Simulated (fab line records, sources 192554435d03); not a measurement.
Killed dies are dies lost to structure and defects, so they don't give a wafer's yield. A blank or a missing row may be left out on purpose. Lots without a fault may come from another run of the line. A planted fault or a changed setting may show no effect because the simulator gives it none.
Chamber matching | flow n5_finfet | N5_BEOL_M2_STRIP_19 on rie_diel-06: 4 sister chambers
The step strips in O2. 8 wafers are shown with their chamber, then 8 later ones without.

WAFERS WITH THEIR CHAMBER
wafer  | chamber | drypump_motor_current_A (A) | showerhead_plenum_p_Torr (Torr)
L076.1 | 3       | 6.8                         | 2.19
L082.5 | 1       | 5.4                         | 2.06
L088.1 | 3       | 6.8                         | 2.18
L088.3 | 1       | 5.3                         | 2.05
L089.1 | 2       | 5.4                         | 2.05
L089.3 | 0       | 5.5                         | 2.18
L089.6 | 2       | 5.4                         | 2.05
L094.2 | 0       | 5.5                         | 2.17

WAFERS WITHOUT THEIR CHAMBER
wafer  | drypump_motor_current_A (A) | showerhead_plenum_p_Torr (Torr)
L094.4 | 6.8                         | 2.18
L094.6 | 5.4                         | 2.05
L096.2 | 5.4                         | 2.05
L096.4 | 5.5                         | 2.17
L096.6 | 5.4                         | 2.05
L097.3 | 5.5                         | 2.17
L097.4 | 5.5                         | 2.17
L097.5 | 5.3                         | 2.04

WHICH CHAMBER EACH WENT THROUGH
wafer  | from the rows above     | in truth
L094.4 | 3                       | 3
L094.6 | can't be placed: 2 or 1 | 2
L096.2 | can't be placed: 2 or 1 | 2
L096.4 | 0                       | 0
L096.6 | can't be placed: 2 or 1 | 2
L097.3 | 0                       | 0
L097.4 | 0                       | 0
L097.5 | can't be placed: 1 or 2 | 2
Placed correctly: 4 of 8. Can't be placed from these rows: 4 (the true chamber is among the candidates in 4). Placed wrongly: 0.
How it was worked out, from the rows above alone: a wafer's distance from a chamber is the root of the sum, over the readings, of the square of ((its reading less the chamber's mean) divided by the reading's scatter). The wafer belongs to the nearest chamber; if the next one is less than 2 further off, it can't be placed. A chamber's mean is the mean of its shown wafers. The scatter: the root of (the sum of the squares of (reading less its chamber's mean) over the shown wafers, divided by (wafers less chambers)).
